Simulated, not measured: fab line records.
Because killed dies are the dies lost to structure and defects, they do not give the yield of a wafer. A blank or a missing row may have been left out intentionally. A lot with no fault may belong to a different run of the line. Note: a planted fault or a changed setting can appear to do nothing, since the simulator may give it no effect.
Chamber matching | flow n5 finfet | N5_BEOL_M2_PRE_CLEAN_60 on cvd co-02 has 3 sister chambers
The step time 15 s. 16 wafers are shown with their chamber, then 8 later ones without.

== WAFERS, EACH WITH ITS CHAMBER ==
wafer  | chamber | heater power w (W)
L081.1 | 1       | 91
L081.3 | 0       | 109
L081.4 | 0       | 108
L079.1 | 0       | 109
L079.2 | 2       | 115
L079.3 | 1       | 91
L079.4 | 2       | 117
L079.5 | 1       | 92
L079.6 | 0       | 108
L087.1 | 1       | 91
L087.3 | 0       | 108
L087.6 | 2       | 117
L090.2 | 1       | 92
L090.3 | 2       | 115
L090.4 | 2       | 115
L093.2 | 2       | 118

SIGNATURES, as means of the wafers listed above
reading        | chamber 0 | chamber 1 | chamber 2 | scatter within a chamber
heater power w | 108.40    | 91.40     | 116.17    | 0.93
Rule: for each reading, subtract the chamber's mean from the wafer's reading, divide by that reading's scatter and square the result; add these up over the readings and take the root, which gives the wafer's distance from the chamber. If the next closest chamber is less than 2 further off than the closest, the wafer can't be placed; otherwise it belongs to the closest. The scatter: the root of (the sum of the squares of (reading less its chamber's mean) over the shown wafers, divided by (wafers less chambers)).

== WAFERS WHOSE CHAMBER IS MISSING ==
wafer  | heater power w (W)
L093.4 | 92
L093.5 | 110
L096.1 | 115
L096.2 | 90
L096.3 | 113
L096.4 | 92
L096.5 | 116
L096.6 | 113

== CHAMBER TAKEN BY EACH ==
wafer  | from the rows above     | in truth
L093.4 | 1                       | 1
L093.5 | 0                       | 0
L096.1 | 2                       | 2
L096.2 | 1                       | 1
L096.3 | can't be placed: 2 or 0 | 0
L096.4 | 1                       | 1
L096.5 | 2                       | 2
L096.6 | can't be placed: 2 or 0 | 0
Correct placement for 6 of the 8. Cannot be placed on the basis of these rows: 2; the candidates contain the true chamber in 2. Placed wrongly: 0.
